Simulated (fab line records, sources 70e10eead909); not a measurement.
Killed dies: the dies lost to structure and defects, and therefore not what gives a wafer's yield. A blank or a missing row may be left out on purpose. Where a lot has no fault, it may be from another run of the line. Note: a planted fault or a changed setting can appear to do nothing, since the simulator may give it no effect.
fab line records | flow nand_harc
[record] lots = 24 wafers = 72 last_day = 34
route steps=1302 shown A_SOURCE_PLATE@420 A_CHANNEL_HOLE_D1@473 A_ONON_D2@554 A_STAIRCASE@700
lots untouched by any fault: they come from a run of this same line in which no faults occurred
start_h: hours from the record's first day to the start of the lot's first wafer shown | wait_h: how many hours have passed since the lot's step before this one | " the same as in the row above | L1.1+2: one row covering several wafers at once | - no value present, or no start provided | * or withheld: withheld | < > ~ a bound
route shown NAME@n: a module of which the file shows steps, and the number in the route of the first | usual: mean/standard deviation of fault-free wafers | same: alike in all rows | chamber/n: place in a boat | sites: the reading at each site | _std_site: the values' standard deviation | _edge_site: inner sites' mean taken away from outer sites' mean | radius_mm: for every site, how far away it sits from the centre of the wafer | mask NAME#n: copy n | behind: the tool/chamber that last shaped the wafer | hold: why the lot was held/for how many hours/how that ended | device: names the non-switching transistor (n, p or np) | end of line: the route-end tests of the same wafers | step lacking rows: just its recipe | killed: dies lost to structure and defects at the first sort, not the wafer's yield | map: a wafer's dies, marking killed ones x, the rest . and places with no die _
set.NAME: the setting the step ran with; set.NAME@STEP: the setting that earlier step ran with | model.NAME: the simulator's own value behind a step, which no gauge read
the route's steps for a sample of lots (tables are steps, rows are wafers)
services: when a tool's chamber went out of use (start_h, in hours from the record's first day, below 0 if earlier), for how many hours, and the reason
[[steps]]
[step NHARC_A_SOURCE_PLATE_THK_MEAS_06]
[recipe] thk_meas_gauge = ellipsometry
[usual] thk_nm = 199.1/2
// columns lot.wafer tool chamber start_h wait_h thk_nm
L074.2 film_metro-01 - 161.27 0.4 194.7
L074.3 " - " " 195.6
L074.4 " - " " 197.8
L075.1 film_metro-02 - 169.08 0.4 198.8
L075.2 " - " " 199.2
L075.5 " - " " 199.2
L076.2 film_metro-02 - 184.08 0.4 195.5
L076.3 " - " " 196.0
L076.5 " - " " 195.9
L077.3 film_metro-01 - 184.09 0.4 198.0
L077.4 " - " " 198.9
L077.5 " - " " 202.5
L078.4 film_metro-01 - 202.83 0.4 197.8
L078.5 " - " " 199.8
L078.6 " - " " 196.8
L079.1 film_metro-01 - 208.00 0.4 201.5
L079.2 " - " " 201.0
L079.4 " - " " 199.9
L080.3 film_metro-01 - 222.83 0.4 199.5
L080.4 " - " " 199.3
L080.6 " - " " 199.5
L081.1 film_metro-02 - 222.85 0.4 197.8
L081.2 " - " " 196.7
L081.5 " - " " 199.2
L082.2 film_metro-01 - 239.73 0.4 199.6
L082.3 " - " " 199.4
L082.4 " - " " 200.9
L083.2 film_metro-02 - 251.21 0.4 199.8
L083.3 " - " " 200.4
L083.6 " - " " 199.3
L084.1 film_metro-01 - 267.85 0.4 201.5
L084.3 " - " " 202.6
L084.6 " - " " 202.6
L085.1 film_metro-02 - 271.64 0.4 200.2
L085.3 " - " " 199.2
L085.6 " - " " 199.9
L086.4 film_metro-01 - 283.53 0.4 197.1
L086.5 " - " " 197.5
L086.6 " - " " 194.5
L087.2 film_metro-01 - 287.67 0.4 198.3
L087.3 " - " " 200.7
L087.4 " - " " 197.8
L088.2 film_metro-01 - 307.29 0.4 201.2
L088.3 " - " " 202.1
L088.5 " - " " 199.9
L089.2 film_metro-02 - 307.29 0.4 199.5
L089.4 " - " " 197.5
L089.5 " - " " 198.3
L090.1 film_metro-02 - 325.97 0.4 195.3
L090.4 " - " " 197.5
L090.5 " - " " 196.2
L091.1 film_metro-02 - 333.17 0.4 196.9
L091.3 " - " " 199.1
L091.5 " - " " 198.4
L092.1 film_metro-01 - 333.18 0.4 196.3
L092.3 " - " " 196.1
L092.5 " - " " 197.7
L093.3 film_metro-02 - 348.29 0.4 199.6
L093.4 " - " " 199.4
L093.5 " - " " 199.4
L094.2 film_metro-01 - 365.07 0.4 198.2
L094.3 " - " " 200.4
L094.4 " - " " 200.4
L095.4 film_metro-02 - 365.07 0.4 199.9
L095.5 " - " " 201.6
L095.6 " - " " 200.3
L096.1 film_metro-01 - 379.82 0.4 201.1
L096.3 " - " " 200.5
L096.6 " - " " 202.5
L097.3 film_metro-02 - 399.90 0.4 202.0
L097.4 " - " " 199.5
L097.5 " - " " 198.3
[step NHARC_A_CHANNEL_HOLE_D1_ETCH_21]
[recipe] bias_v = 3000 source_w = withheld pressure_mtorr = 20 time_s = 514.3 ar_flow_sccm = 375 c4f8_flow_sccm = 89.3 o2_flow_sccm = 35.7 temp_c = -20 target_depth_a = 16000 chemistry = C4F8/O2/Ar
[usual] drypump_motor_current_A = 6.1/0.35 oes_air_line_au = 0.999/0.021 showerhead_plenum_p_Torr = 3.67/0.06 throttle_valve_pct = 32.154/0.0089
// columns lot.wafer tool chamber start_h wait_h drypump_motor_current_A oes_air_line_au rf_hours_counter_h showerhead_plenum_p_Torr throttle_valve_pct
L074.2 har_etch-01 0 180.73 0.3 5.8 1.026 88 3.73 32.142
L074.4 " 0 " " 5.8 1.038 - 3.73 32.151
L074.3 " 1 " " 6.1 0.986 - 3.62 32.173
L075.2 har_etch-02 0 188.49 0.3 6.6 0.979 291 3.77 32.164
L075.1 " 1 " " 5.8 1.020 291 3.68 32.154
L075.5 " 1 " " 5.8 0.999 - 3.68 32.138
L076.2 har_etch-02 1 210.18 0.3 5.8 0.983 302 3.67 32.138
L076.3 " 0 " " 6.6 1.008 - 3.76 32.154
L076.5 " 0 " " 6.7 1.001 - 3.76 32.140
L077.4 har_etch-01 0 212.17 0.3 5.7 1.025 - 3.73 32.149
L077.3 " 1 " " 6.1 0.998 - 3.62 32.150
L077.5 " 0 " " 5.7 0.983 - 3.73 32.158
L079.2 har_etch-01 0 224.14 0.3 5.8 1.001 115 3.72 32.160
L079.1 " 1 " " 6.2 0.990 115 3.61 32.154
L079.4 " 0 " " 5.7 0.988 - 3.72 32.150
L078.4 har_etch-02 1 229.57 0.3 5.8 1.035 - 3.67 32.145
L078.6 " 1 " " 5.8 1.010 - 3.67 32.159
L078.5 " 0 " " 6.6 0.991 - 3.75 32.142
L081.1 har_etch-01 1 242.54 0.3 6.1 0.976 123 3.60 32.165
L081.2 " 0 " " 5.7 0.976 123 3.72 32.159
L081.5 " 1 " " 6.1 0.971 - 3.60 32.166
L080.4 har_etch-02 0 242.84 0.3 6.6 0.997 - 3.75 32.172
L080.3 " 1 " " 5.8 0.990 - 3.66 32.156
L080.6 " 1 " " 5.9 0.990 - 3.66 32.161
L082.2 har_etch-01 0 262.46 0.3 5.8 0.998 130 3.71 32.157
L082.3 " 1 " " 6.1 1.012 - 3.60 32.156
L082.4 " 0 " " 5.7 0.996 - 3.71 32.159
L083.2 har_etch-01 1 270.89 0.3 6.2 1.011 138 3.60 32.148
L083.3 " 1 " " 6.2 0.988 - 3.60 32.152
L083.6 " 0 " " 5.7 0.987 - 3.71 32.164
L084.1 har_etch-02 0 285.93 0.3 6.6 0.964 348 3.74 32.152
L084.3 " 1 " " 5.8 0.990 - 3.65 32.150
L084.6 " 0 " " 6.6 0.993 - 3.74 32.162
L085.1 har_etch-02 0 290.07 0.3 6.6 0.974 352 3.74 32.155
L085.3 " 0 " " 6.6 0.986 - 3.74 32.148
L085.6 " 0 " " 6.7 0.955 - 3.74 32.166
L086.4 har_etch-01 0 303.47 0.3 5.8 1.008 - 3.70 32.155
L086.5 " 1 " " 6.2 1.030 - 3.59 32.157
L086.6 " 0 " " 5.8 1.002 - 3.70 32.164
L087.2 har_etch-02 0 306.11 0.3 6.7 1.028 363 3.73 32.160
L087.3 " 0 " " 6.7 1.047 - 3.73 32.175
L087.4 " 1 " " 5.8 1.019 - 3.64 32.145
L088.2 har_etch-02 1 325.18 0.3 5.8 0.984 371 3.64 32.147
L088.3 " 0 " " 6.6 0.993 - 3.73 32.155
L088.5 " 1 " " 5.8 1.011 - 3.64 32.147
L089.2 har_etch-02 0 329.41 0.3 6.7 0.988 375 3.72 32.150
L089.4 " 0 " " 6.6 0.977 - 3.72 32.158
L089.5 " 1 " " 5.8 0.967 - 3.64 32.156
L090.1 har_etch-01 0 350.98 0.3 5.8 0.997 176 3.69 32.163
L090.4 " 1 " " 6.2 1.007 - 3.58 32.159
L090.5 " 0 " " 5.8 0.972 - 3.69 32.155
L092.1 har_etch-02 0 353.87 0.5 6.7 1.011 398 3.71 32.155
L092.3 " 0 " " 6.7 1.005 - 3.71 32.151
L092.5 " 0 " " 6.7 0.987 - 3.71 32.175
L091.1 har_etch-01 1 355.22 0.3 6.2 1.007 180 3.57 32.179
L091.3 " 1 " " 6.2 0.957 - 3.57 32.150
L091.5 " 0 " " 5.7 0.989 - 3.68 32.140
L093.4 har_etch-01 0 367.49 0.3 5.7 0.994 - 3.68 32.168
L093.3 " 1 " " 6.2 1.029 - 3.57 32.154
L093.5 " 0 " " 5.8 0.983 - 3.68 32.156
L095.4 har_etch-01 1 390.28 0.3 6.1 0.970 - 3.56 32.141
L095.5 " 0 " " 5.8 1.022 - 3.67 32.150
L095.6 " 1 " " 6.1 0.995 - 3.56 32.154
L094.2 har_etch-01 1 394.21 0.3 6.1 1.016 211 3.56 32.147
L094.3 " 1 " " 6.1 1.007 - 3.56 32.155
L094.4 " 0 " " 5.7 1.029 - 3.67 32.169
L096.1 har_etch-02 1 399.37 0.3 5.8 1.009 4 3.62 32.151
L096.3 " 0 " " 6.6 0.968 - 3.70 32.160
L096.6 " 0 " " 6.7 0.998 - 3.70 32.149
L097.4 har_etch-01 1 420.76 0.3 6.1 1.007 - 3.55 32.158
L097.3 " 0 " " 5.8 0.998 - 3.66 32.162
L097.5 " 1 " " 6.2 1.012 - 3.55 32.149
[step NHARC_A_CHANNEL_HOLE_D1_ETCH_26]
[recipe] bias_v = 300 source_w = 2000 pressure_mtorr = 30 time_s = 224.1 ar_flow_sccm = 375 c4f8_flow_sccm = 11.4 o2_flow_sccm = 113.6 temp_c = -20 target_depth_a = 3000 chemistry = C4F8/O2/Ar
[usual] drypump_motor_current_A = 6.1/0.36 oes_air_line_au = 1.000/0.023 showerhead_plenum_p_Torr = 3.71/0.063 throttle_valve_pct = 24.584/0.0095
// columns lot.wafer tool chamber start_h wait_h drypump_motor_current_A oes_air_line_au rf_hours_counter_h showerhead_plenum_p_Torr throttle_valve_pct
L074.2 har_etch-01 0 184.09 0.7 5.7 1.013 91 3.78 24.579
L074.4 " 0 " " 5.7 0.981 - 3.78 24.579
L074.3 " 1 " " 6.2 0.981 - 3.66 24.588
L075.2 har_etch-02 0 191.86 0.7 6.6 1.003 294 3.82 24.573
L075.1 " 1 " " 5.8 1.007 294 3.72 24.588
L075.5 " 1 " " 5.8 1.000 - 3.72 24.603
L076.2 har_etch-02 1 213.49 0.6 5.8 1.017 306 3.72 24.598
L076.3 " 0 " " 6.6 1.009 - 3.81 24.573
L076.5 " 0 " " 6.6 0.994 - 3.81 24.569
L077.4 har_etch-01 0 215.43 0.5 5.7 1.015 - 3.77 24.592
L077.3 " 1 " " 6.1 0.983 - 3.66 24.591
L077.5 " 0 " " 5.7 1.021 - 3.77 24.589
L079.2 har_etch-01 0 227.49 0.7 5.7 1.026 118 3.77 24.579
L079.1 " 1 " " 6.1 0.981 118 3.65 24.588
L079.4 " 0 " " 5.7 0.994 - 3.77 24.575
L078.4 har_etch-02 1 232.86 0.5 5.8 0.970 - 3.71 24.589
L078.6 " 1 " " 5.8 0.982 - 3.71 24.593
L078.5 " 0 " " 6.6 0.991 - 3.80 24.584
L081.1 har_etch-01 1 245.90 0.7 6.2 0.992 126 3.64 24.595
L081.2 " 0 " " 5.7 0.989 126 3.76 24.591
L081.5 " 1 " " 6.2 0.980 - 3.64 24.589
L080.4 har_etch-02 0 246.11 0.5 6.7 0.965 - 3.80 24.577
L080.3 " 1 " " 5.8 1.006 - 3.70 24.581
L080.6 " 1 " " 5.8 0.986 - 3.70 24.590
L082.2 har_etch-01 0 265.78 0.6 5.8 1.002 134 3.76 24.580
L082.3 " 1 " " 6.2 1.041 - 3.64 24.588
L082.4 " 0 " " 5.8 1.015 - 3.76 24.594
L083.2 har_etch-01 1 274.20 0.6 6.1 0.976 141 3.64 24.585
L083.3 " 1 " " 6.2 1.006 - 3.64 24.587
L083.6 " 0 " " 5.7 0.979 - 3.75 24.572
L084.1 har_etch-02 0 289.22 0.6 6.7 0.975 351 3.78 24.591
L084.3 " 1 " " 5.8 1.001 - 3.69 24.583
L084.6 " 0 " " 6.6 1.014 - 3.78 24.585
L085.1 har_etch-02 0 293.38 0.6 6.6 0.997 355 3.78 24.597
L085.3 " 0 " " 6.6 0.989 - 3.78 24.577
L085.6 " 0 " " 6.6 0.987 - 3.78 24.583
L086.4 har_etch-01 0 306.70 0.4 5.7 1.010 - 3.74 24.601
L086.5 " 1 " " 6.1 1.028 - 3.62 24.577
L086.6 " 0 " " 5.7 1.009 - 3.74 24.580
L087.2 har_etch-02 0 309.46 0.7 6.6 0.980 366 3.78 24.570
L087.3 " 0 " " 6.6 0.997 - 3.77 24.580
L087.4 " 1 " " 5.8 1.016 - 3.68 24.601
L088.2 har_etch-02 1 328.52 0.7 5.8 1.013 374 3.68 24.600
L088.3 " 0 " " 6.7 0.953 - 3.77 24.580
L088.5 " 1 " " 5.8 1.018 - 3.68 24.584
L089.2 har_etch-02 0 332.75 0.6 6.6 1.028 378 3.77 24.580
L089.4 " 0 " " 6.6 1.055 - 3.77 24.581
L089.5 " 1 " " 5.8 1.007 - 3.68 24.592
L090.1 har_etch-01 0 354.33 0.7 5.8 0.972 180 3.73 24.599
L090.4 " 1 " " 6.2 1.001 - 3.61 24.571
L090.5 " 0 " " 5.7 0.985 - 3.73 24.574
L091.1 har_etch-01 1 358.53 0.6 6.1 1.007 184 3.61 24.596
L091.3 " 1 " " 6.1 0.967 - 3.61 24.573
L091.5 " 0 " " 5.7 0.999 - 3.73 24.591
L092.1 har_etch-02 0 360.59 1.5 6.7 0.976 404 3.75 24.590
L092.3 " 0 " " 6.7 0.970 - 3.75 24.572
L092.5 " 0 " " 6.6 0.962 - 3.75 24.572
L093.4 har_etch-01 0 370.73 0.5 5.7 1.020 - 3.72 24.586
L093.3 " 1 " " 6.1 0.990 - 3.61 24.585
L093.5 " 0 " " 5.7 1.014 - 3.72 24.587
L095.4 har_etch-01 1 393.49 0.4 6.2 1.026 - 3.60 24.590
L095.5 " 0 " " 5.8 0.967 - 3.71 24.575
L095.6 " 1 " " 6.1 1.020 - 3.60 24.578
L094.2 har_etch-01 1 397.54 0.7 6.1 1.000 214 3.59 24.586
L094.3 " 1 " " 6.2 1.001 - 3.59 24.598
L094.4 " 0 " " 5.8 0.994 - 3.71 24.595
L096.1 har_etch-02 1 402.67 0.6 5.8 0.994 7 3.66 24.573
L096.3 " 0 " " 6.6 1.040 - 3.74 24.587
L096.6 " 0 " " 6.6 1.036 - 3.74 24.575
L097.4 har_etch-01 1 424.00 0.5 6.1 1.037 - 3.58 24.603
L097.3 " 0 " " 5.8 0.997 - 3.70 24.576
L097.5 " 1 " " 6.1 0.984 - 3.58 24.586
[step NHARC_A_CHANNEL_HOLE_D1_CD_MEAS_30]
[usual] cd_nm = 90.8/1.5
// columns lot.wafer tool chamber start_h wait_h cd_nm
L074.2 cd_sem-02 - 185.84 - 89.4
L074.3 " - " " 91.1
L074.4 " - " " 89.8
L075.1 cd_sem-02 - 193.61 - 91.3
L075.2 " - " " 89.2
L075.5 " - " " 89.7
L076.2 cd_sem-03 - 215.20 - 93.0
L076.3 " - " " 93.4
L076.5 " - " " 93.6
L077.3 cd_sem-03 - 217.10 - 89.7
L077.4 " - " " 90.3
L077.5 " - " " 92.2
L079.1 cd_sem-01 - 229.24 - 92.3
L079.2 " - " " 91.8
L079.4 " - " " 94.4
L078.4 cd_sem-03 - 234.72 - 92.6
L078.5 " - " " 90.8
L078.6 " - " " 91.5
L081.1 cd_sem-03 - 247.69 - 91.7
L081.2 " - " " 89.3
L081.5 " - " " 90.2
L080.3 cd_sem-03 - 248.11 - 90.8
L080.4 " - " " 93.6
L080.6 " - " " 92.8
L082.2 cd_sem-03 - 267.50 - 91.5
L082.3 " - " " 92.3
L082.4 " - " " 92.4
L083.2 cd_sem-03 - 275.90 - 90.7
L083.3 " - " " 89.6
L083.6 " - " " 86.7
L084.1 cd_sem-01 - 290.92 - 89.2
L084.3 " - " " 89.7
L084.6 " - " " 91.5
L085.1 cd_sem-03 - 295.10 - 93.6
L085.3 " - " " 89.2
L085.6 " - " " 92.7
L086.4 cd_sem-02 - 308.49 - 89.1
L086.5 " - " " 90.6
L086.6 " - " " 89.7
L087.2 cd_sem-03 - 311.35 - 90.1
L087.3 " - " " 91.5
L087.4 " - " " 90.6
L088.2 cd_sem-01 - 330.27 - 91.9
L088.3 " - " " 91.8
L088.5 " - " " 90.7
L089.2 cd_sem-02 - 334.46 - 88.9
L089.4 " - " " 89.7
L089.5 " - " " 92.3
L090.1 cd_sem-03 - 356.06 - 91.5
L090.4 " - " " 90.9
L090.5 " - " " 90.5
L091.1 cd_sem-02 - 360.28 - 90.3
L091.3 " - " " 90.2
L091.5 " - " " 89.2
L092.1 cd_sem-03 - 362.72 - 88.5
L092.3 " - " " 89.7
L092.5 " - " " 89.2
L093.3 cd_sem-02 - 372.41 - 92.2
L093.4 " - " " 91.2
L093.5 " - " " 90.4
L095.4 cd_sem-01 - 395.14 - 90.9
L095.5 " - " " 90.3
L095.6 " - " " 89.6
L094.2 cd_sem-01 - 399.28 - 88.8
L094.3 " - " " 90.5
L094.4 " - " " 90.0
L096.1 cd_sem-02 - 404.38 - 92.1
L096.3 " - " " 89.4
L096.6 " - " " 88.8
L097.3 cd_sem-01 - 425.72 - 90.8
L097.4 " - " " 91.9
L097.5 " - " " 89.1
[step NHARC_A_ONON_D2_THK_MEAS_14]
[recipe] thk_meas_gauge = ellipsometry
[usual] thk_nm = 1000/11
// columns lot.wafer tool chamber start_h wait_h thk_nm
L074.2 film_metro-01 - 278.63 - 1019
L074.3 " - " " 1017
L074.4 " - " " 1019
L075.1 film_metro-01 - 284.27 - 1002
L075.2 " - " " 1003
L075.5 " - " " 1003
L076.2 film_metro-01 - 303.89 - 1004
L076.3 " - " " 1002
L076.5 " - " " 1004
L077.3 film_metro-02 - 303.90 - 987
L077.4 " - " " 987
L077.5 " - " " 987
L079.1 film_metro-01 - 319.26 - 982
L079.2 " - " " 981
L079.4 " - " " 981
L078.4 film_metro-02 - 325.88 - 1002
L078.5 " - " " 1004
L078.6 " - " " 1001
L080.3 film_metro-01 - 340.92 - 1013
L080.4 " - " " 1013
L080.6 " - " " 1012
L081.1 film_metro-01 - 341.08 - 1001
L081.2 " - " " 1002
L081.5 " - " " 1001
L082.2 film_metro-01 - 354.29 - 1007
L082.3 " - " " 1008
L082.4 " - " " 1009
L083.2 film_metro-02 - 365.03 - 1006
L083.3 " - " " 1004
L083.6 " - " " 1004
L084.1 film_metro-01 - 380.68 - 993
L084.3 " - " " 994
L084.6 " - " " 994
L085.1 film_metro-02 - 389.93 - 1010
L085.3 " - " " 1009
L085.6 " - " " 1010
L087.2 film_metro-01 - 400.13 - 993
L087.3 " - " " 991
L087.4 " - " " 990
L086.4 film_metro-02 - 400.13 - 1027
L086.5 " - " " 1027
L086.6 " - " " 1026
L088.2 film_metro-01 - 420.72 - 1000
L088.3 " - " " 1000
L088.5 " - " " 998
L089.2 film_metro-02 - 427.79 - 992
L089.4 " - " " 990
L089.5 " - " " 990
L090.1 film_metro-02 - 444.15 - 1011
L090.4 " - " " 1010
L090.5 " - " " 1010
L091.1 film_metro-01 - 444.20 - 980
L091.3 " - " " 978
L091.5 " - " " 978
L092.1 film_metro-02 - 454.83 - 1006
L092.3 " - " " 1004
L092.5 " - " " 1004
L093.3 film_metro-02 - 471.17 - 992
L093.4 " - " " 994
L093.5 " - " " 993
L095.4 film_metro-02 - 484.26 - 999
L095.5 " - " " 999
L095.6 " - " " 997
L094.2 film_metro-01 - 487.22 - 998
L094.3 " - " " 1000
L094.4 " - " " 1000
L096.1 film_metro-01 - 489.74 - 980
L096.3 " - " " 981
L096.6 " - " " 981
L097.3 film_metro-01 - 509.41 - 1003
L097.4 " - " " 1001
L097.5 " - " " 1001
[step NHARC_A_STAIRCASE_DESCUM_186]
[recipe] time_s = 3 o2_flow_sccm = 200 ar_flow_sccm = 0 bias_power_w = 0 chemistry = O2
[usual] drypump_motor_current_A = 5.7/0.59 oes_product_au = 1.004/0.0096 rf_vpp_V = 57.6/0.8 showerhead_plenum_p_Torr = 1.90/0.099 throttle_valve_pct = 11.311/0.0092
// columns lot.wafer tool chamber start_h wait_h drypump_motor_current_A oes_product_au rf_hours_counter_h rf_vpp_V showerhead_plenum_p_Torr throttle_valve_pct
L075.2 rie_diel-13 1 358.83 - 6.2 1.006 2 58.2 1.79 11.315
L075.1 " 2 " " 5.3 1.005 2 57.4 1.82 11.314
L075.5 " 0 " " 6.3 1.002 - 57.6 1.91 11.317
L074.2 rie_diel-12 0 359.15 - 4.9 1.002 30 57.8 1.80 11.323
L074.3 " 1 " " 6.5 1.022 30 57.7 1.90 11.329
L074.4 " 2 " " 5.1 1.021 28 56.5 1.77 11.309
L076.3 rie_diel-12 0 382.12 - 4.9 1.003 37 57.2 1.80 11.312
L076.2 " 3 " " 5.7 1.004 35 58.1 1.98 11.326
L076.5 " 0 " " 4.9 0.992 - 58.3 1.80 11.309
L077.4 rie_diel-13 3 400.06 - 5.4 1.009 15 57.2 1.98 11.317
L077.3 " 0 " " 6.2 1.008 16 57.5 1.90 11.308
L077.5 " 2 " " 5.2 1.016 - 57.2 1.82 11.299
L079.4 rie_diel-02 2 407.21 - 6.6 0.998 1 57.3 1.88 11.331
L079.2 " 3 " " 5.9 1.013 1 58.2 1.85 11.310
L079.1 " 0 " " 5.8 0.998 1 57.5 2.06 11.304
L078.4 rie_diel-13 3 407.39 - 5.4 1.016 18 59.1 1.98 11.306
L078.5 " 0 " " 6.2 1.003 - 57.7 1.90 11.298
L078.6 " 1 " " 6.3 1.015 - 57.2 1.78 11.308
L081.2 rie_diel-13 0 420.37 - 6.3 1.012 21 58.1 1.90 11.307
L081.1 " 2 " " 5.3 1.001 16 57.3 1.82 11.308
L081.5 " 0 " " 6.2 1.002 - 57.4 1.90 11.331
L080.3 rie_diel-02 1 424.54 - 5.0 0.985 9 58.2 2.07 11.335
L080.4 " 1 " " 5.0 0.989 - 58.2 2.07 11.321
L080.6 " 3 " " 5.9 1.007 - 57.7 1.85 11.307
L082.4 rie_diel-13 0 434.92 - 6.2 1.010 24 58.0 1.90 11.304
L082.3 " 1 " " 6.3 1.020 22 57.5 1.78 11.313
L082.2 " 2 " " 5.3 1.002 18 58.7 1.82 11.323
L083.2 rie_diel-13 1 442.63 - 6.3 1.016 25 57.3 1.78 11.307
L083.3 " 2 " " 5.3 1.000 22 56.7 1.82 11.322
L083.6 " 2 " " 5.3 0.992 - 58.0 1.82 11.309
L084.1 rie_diel-12 1 459.18 - 6.5 1.002 1 56.5 1.89 11.316
L084.3 " 3 " " 5.7 0.980 1 59.2 1.97 11.312
L084.6 " 2 " " 5.1 1.013 - 58.2 2.08 11.323
L085.3 rie_diel-12 0 468.23 - 4.9 0.991 3 57.4 1.79 11.309
L085.1 " 2 " " 5.1 1.010 5 58.2 2.08 11.309
L085.6 " 0 " " 4.9 0.993 - 57.6 1.79 11.312
L087.2 rie_diel-13 2 477.26 - 5.3 1.008 36 57.9 1.81 11.299
L087.3 " 1 " " 6.3 1.006 38 57.2 1.78 11.316
L087.4 " 1 " " 6.3 1.017 - 57.5 1.78 11.306
L086.5 rie_diel-12 3 477.61 - 5.8 0.991 - 57.7 1.97 11.320
L086.4 " 0 " " 4.9 0.999 - 57.5 1.78 11.327
L086.6 " 2 " " 5.1 1.014 - 58.2 2.07 11.303
L088.3 rie_diel-13 2 508.57 - 5.3 1.003 44 57.2 1.81 11.313
L088.2 " 3 " " 5.4 1.006 45 57.0 1.98 11.309
L088.5 " 2 " " 5.3 1.004 - 56.0 1.81 11.313
L089.2 rie_diel-12 0 510.90 - 4.9 1.004 18 57.7 1.78 11.316
L089.4 " 1 " " 6.6 0.990 17 57.5 1.88 11.312
L089.5 " 3 " " 5.7 0.988 - 57.1 1.96 11.319
L090.4 rie_diel-12 3 523.31 - 5.7 0.988 24 57.0 1.96 11.302
L090.1 " 1 " " 6.5 1.007 20 56.8 1.88 11.301
L090.5 " 0 " " 4.9 1.005 - 56.8 1.78 11.314
L091.3 rie_diel-02 3 523.89 - 5.9 1.012 38 57.2 1.84 11.313
L091.1 " 0 " " 5.8 0.998 43 57.9 2.04 11.313
L091.5 " 1 " " 5.0 1.003 - 58.7 2.06 11.326
L092.1 rie_diel-12 2 534.11 - 5.1 1.011 30 58.9 2.07 11.311
L092.3 " 3 " " 5.7 1.000 30 58.8 1.96 11.293
L092.5 " 1 " " 6.5 1.017 - 57.4 1.88 11.319
L093.3 rie_diel-02 0 545.92 - 5.8 1.006 48 58.7 2.04 11.316
L093.4 " 1 " " 5.0 0.991 45 56.9 2.06 11.309
L093.5 " 2 " " 6.5 0.990 - 57.4 1.86 11.319
L096.3 rie_diel-12 0 566.14 - 4.9 1.009 38 57.9 1.78 11.307
L096.1 " 3 " " 5.7 0.998 39 58.4 1.96 11.323
L096.6 " 1 " " 6.5 1.000 - 57.7 1.87 11.313
L094.3 rie_diel-13 3 566.42 - 5.4 1.003 10 59.2 1.97 11.298
L094.2 " 0 " " 6.2 0.998 10 56.9 1.89 11.318
L094.4 " 1 " " 6.3 1.006 12 57.5 1.77 11.330
L095.4 rie_diel-02 3 566.71 - 5.9 0.997 53 56.5 1.83 11.321
L095.5 " 1 " " 5.0 0.995 - 57.8 2.06 11.313
L095.6 " 2 " " 6.6 1.004 - 58.3 1.86 11.309
L097.3 rie_diel-12 2 585.89 - 5.1 1.009 42 57.4 2.06 11.306
L097.4 " 1 " " 6.5 1.003 42 56.3 1.87 11.309
L097.5 " 2 " " 5.1 1.000 - 57.6 2.06 11.320
[[services]]
// columns tool chamber start_h hours kind
rie_diel-13 2 160.84 3.0 repair
rie_diel-12 1 162.17 1.2 repair
rie_diel-13 - 165.03 9.0 pm
rie_diel-13 2 196.67 6.1 repair
rie_diel-12 3 205.13 6.5 repair
rie_diel-13 1 216.15 3.1 repair
rie_diel-12 3 233.64 3.6 repair
rie_diel-13 2 257.45 5.0 repair
rie_diel-12 - 268.82 9.0 pm
rie_diel-13 3 274.77 7.7 repair
rie_diel-12 2 325.68 7.6 repair
rie_diel-13 3 327.11 7.0 repair
rie_diel-13 - 344.18 9.0 pm
rie_diel-13 - 359.23 0.7 repair
rie_diel-13 2 366.09 6.4 repair
har_etch-02 - 378.03 17.0 pm
rie_diel-12 2 378.86 2.6 repair
rie_diel-13 - 423.11 5.7 repair
rie_diel-12 - 445.82 9.0 pm
rie_diel-12 1 469.74 9.5 repair
rie_diel-13 0 475.54 6.6 repair
rie_diel-13 3 499.83 6.7 repair
rie_diel-13 - 521.79 9.0 pm
har_etch-01 - 585.11 0.6 repair
[[key]]
fault none
